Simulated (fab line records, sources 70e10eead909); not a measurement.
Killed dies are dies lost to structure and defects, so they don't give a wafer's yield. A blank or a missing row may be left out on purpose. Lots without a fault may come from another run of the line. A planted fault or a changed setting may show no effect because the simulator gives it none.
Chamber matching | flow nand_harc | NHARC_A_STAIRCASE_TRIM_187 on rie_diel-03: 3 sister chambers
The step chemistry O2, time 211.2 s. 6 wafers are shown with their chamber, then 5 later ones without.

WAFERS WITH THEIR CHAMBER
wafer  | chamber | showerhead_plenum_p_Torr (Torr) | drypump_motor_current_A (A)
L726.4 | 3       | 3.50                            | 5.8
L726.6 | 0       | 3.48                            | 4.8
L729.2 | 0       | 3.47                            | 4.9
L729.6 | 2       | 3.28                            | 6.2
L730.1 | 3       | 3.49                            | 5.8
L730.2 | 2       | 3.28                            | 6.2

WAFERS WITHOUT THEIR CHAMBER
wafer  | showerhead_plenum_p_Torr (Torr) | drypump_motor_current_A (A)
L730.6 | 3.49                            | 5.8
L732.2 | 3.81                            | 6.2
L732.5 | 3.81                            | 6.2
L743.1 | 3.47                            | 5.8
L743.3 | 3.45                            | 4.8

WHICH CHAMBER EACH WENT THROUGH
wafer  | from the rows above | in truth
L730.6 | 3                   | 3
L732.2 | 3                   | 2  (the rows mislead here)
L732.5 | 3                   | 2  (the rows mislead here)
L743.1 | 3                   | 3
L743.3 | 0                   | 0
Placed correctly: 3 of 5. Can't be placed from these rows: 0. Placed wrongly: 2.
How it was worked out, from the rows above alone: a wafer's distance from a chamber is the root of the sum, over the readings, of the square of ((its reading less the chamber's mean) divided by the reading's scatter). The wafer belongs to the nearest chamber; if the next one is less than 2 further off, it can't be placed. A chamber's mean is the mean of its shown wafers. The scatter: the root of (the sum of the squares of (reading less its chamber's mean) over the shown wafers, divided by (wafers less chambers)).
